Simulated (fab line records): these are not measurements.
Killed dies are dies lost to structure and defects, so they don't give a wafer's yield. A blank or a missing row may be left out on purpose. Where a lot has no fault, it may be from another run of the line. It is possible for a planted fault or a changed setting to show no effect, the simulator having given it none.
Matching of chambers	flow nandHarc	rieDiel-11 running NHARC_P_GATE_STRIP_101: 4 sister chambers
The step strips in O2, time 20 s. 4 wafers are shown with their chamber, then 8 later ones without.

EACH WAFER AND ITS CHAMBER
wafer	chamber	drypumpMotorCurrentA (A)
L078.6	2	6.0
L082.4	3	6.1
L082.5	1	4.9
L085.1	0	5.1

WAFERS MISSING THEIR CHAMBER
wafer	drypumpMotorCurrentA (A)
L085.3	6.1
L085.4	6.0
L092.2	6.0
L092.4	6.1
L092.6	6.1
L095.2	5.9
L095.4	5.0
L095.5	5.1

CHAMBER TAKEN BY EACH
wafer	from the rows above	in truth
L085.3	3	3
L085.4	2	2
L092.2	2	2
L092.4	3	3
L092.6	3	3
L095.2	2	2
L095.4	can't be placed: 0 or 1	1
L095.5	0	0
Placed correctly: 7 of 8. Cannot be placed on the basis of these rows: 1; the candidates contain the true chamber in 1. Placed wrongly: 0.
How it was worked out, from the rows above alone: a wafer's distance from a chamber is the root of the sum, over the readings, of the square of ((its reading less the chamber's mean) divided by the reading's scatter). If the next closest chamber is less than 2 further off than the closest, the wafer can't be placed; otherwise it belongs to the closest. A chamber's mean is the mean of its shown wafers. The scatter (one wafer shown for each chamber): square how far every hidden wafer sits from the nearest shown wafer, average those squares and take the square root.
